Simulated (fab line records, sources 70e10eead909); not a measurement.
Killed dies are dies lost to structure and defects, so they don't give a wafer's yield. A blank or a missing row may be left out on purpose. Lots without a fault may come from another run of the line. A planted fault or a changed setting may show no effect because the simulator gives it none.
Which tool did it? | flow nand_harc | 12 lots, 36 wafers sampled, at 2 steps of a route of 1159

WHAT THE GAUGES READ, wafer by wafer
NHARC_A_SGD_CUT_CD_MEAS_09: target cd 100 nm.
lot  | measured     | on        | cd_nm (nm)
L075 | day 13 16:31 | cd_sem-02 | 101.0 101.4 100.5
L076 | day 14 05:10 | cd_sem-01 | 100.4 100.4 100.6
L080 | day 15 05:52 | cd_sem-03 | 100.5 100.3 100.5
L079 | day 15 06:55 | cd_sem-01 | 100.5 100.3 100.7
L083 | day 16 03:49 | cd_sem-03 | 100.2 99.9 99.7
L088 | day 16 20:18 | cd_sem-01 | 100.3 100.4 100.8
L087 | day 16 21:18 | cd_sem-03 | 100.6 100.5 100.3
L090 | day 17 08:44 | cd_sem-01 | 100.2 100.3 100.8
L092 | day 18 13:51 | cd_sem-01 | 100.3 100.8 100.3
L091 | day 18 14:23 | cd_sem-03 | 100.1 100.5 99.9
L097 | day 19 04:58 | cd_sem-01 | 99.6 99.1 99.4
L096 | day 19 06:54 | cd_sem-01 | 99.5 100.0 99.9

WHICH TOOL RAN EACH LOT (tool, then ch and the chambers of the sampled wafers, then the start)
lot  | NHARC_A_STAIRCASE_STRIP_475
L075 | rie_diel-09 ch 0,1,2, day 13 16:31 or earlier
L076 | rie_diel-08 ch 0,2,3, day 14 05:10 or earlier
L080 | rie_diel-09 ch 0,3, day 15 04:21
L079 | rie_diel-11 ch 0,1,3, day 15 06:55 or earlier
L083 | rie_diel-09 ch 1,2,3, day 16 03:49 or earlier
L088 | rie_diel-09 ch 0,2,3, day 16 20:18 or earlier
L087 | rie_diel-09 ch 0,1,3, day 16 21:18 or earlier
L090 | rie_diel-09 ch 0,1,2, day 17 08:44 or earlier
L092 | rie_diel-09 ch 1,2,3, day 18 13:51 or earlier
L091 | rie_diel-09 ch 0,3, day 18 14:23 or earlier
L097 | rie_diel-11 ch 0,2,3, day 19 04:58 or earlier
L096 | rie_diel-11 ch 1,2,3, day 19 06:54 or earlier
- NHARC_A_STAIRCASE_STRIP_475: strips in O2, time 20 s.

THE ANSWER, worked out from the rows above alone
Rule: what is usual is taken from the lots themselves. Put in order of their means at a reading, lots are off if they are a third of the lots or fewer, leave a main group of 4 or more, and stand apart from it by a gap of 3 or more times the standard deviation of the main group's means; of several such gaps the widest counts. A main group whose means are all the same, to the digits that the tables above print for the reading, isn't used. A lot without any number at a reading at which 4 lots or more have one is off too. The other lots that the step has rows for count as sound.
No lot is off at any reading shown: from this, nothing can be told.

WHAT THE SIMULATOR HAD PUT IN
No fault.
